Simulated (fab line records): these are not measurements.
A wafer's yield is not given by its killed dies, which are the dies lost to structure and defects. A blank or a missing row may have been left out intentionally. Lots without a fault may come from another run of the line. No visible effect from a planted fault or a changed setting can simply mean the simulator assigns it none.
Matching of chambers    flow n5Finfet    cvdCo-01 running N5_BEOL_M1_CO_CAP_55: 3 sister chambers
The step material Co, precursor CCTBA/H2, target thk 2 nm, time 102.1 s. 3 wafers are shown with their chamber, then 12 later ones without.

WAFERS, EACH WITH ITS CHAMBER
wafer   chamber  heaterPowerW (W)
L082.4  1        260
L088.3  0        260
L088.4  2        188

WAFERS WITH NO CHAMBER GIVEN
wafer   heaterPowerW (W)
L094.1  186
L094.5  257
L094.6  258
L096.1  270
L096.2  255
L096.3  187
L096.4  188
L096.5  264
L096.6  261
L097.3  266
L097.5  265
L097.6  260

THE CHAMBER EACH PASSED THROUGH
wafer   from the rows above      in truth
L094.1  2                        2
L094.5  can't be placed: 0 or 1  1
L094.6  can't be placed: 0 or 1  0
L096.1  can't be placed: 0 or 1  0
L096.2  can't be placed: 0 or 1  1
L096.3  2                        2
L096.4  2                        2
L096.5  can't be placed: 0 or 1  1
L096.6  can't be placed: 0 or 1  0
L097.3  can't be placed: 0 or 1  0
L097.5  can't be placed: 0 or 1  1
L097.6  can't be placed: 0 or 1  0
3 of 12 placed correctly. Unplaceable from these rows: 9, with the true chamber sitting among the candidates in 9. Placed wrongly: 0.
How it was worked out, from the rows above alone: a wafer's distance from a chamber is the root of the sum, over the readings, of the square of ((its reading less the chamber's mean) divided by the reading's scatter). If the next closest chamber is less than 2 further off than the closest, the wafer can't be placed; otherwise it belongs to the closest. Each chamber's mean is taken over the wafers shown for it. The scatter: root of mean squared gap, hidden wafer to nearest shown wafer, with one shown wafer a chamber.
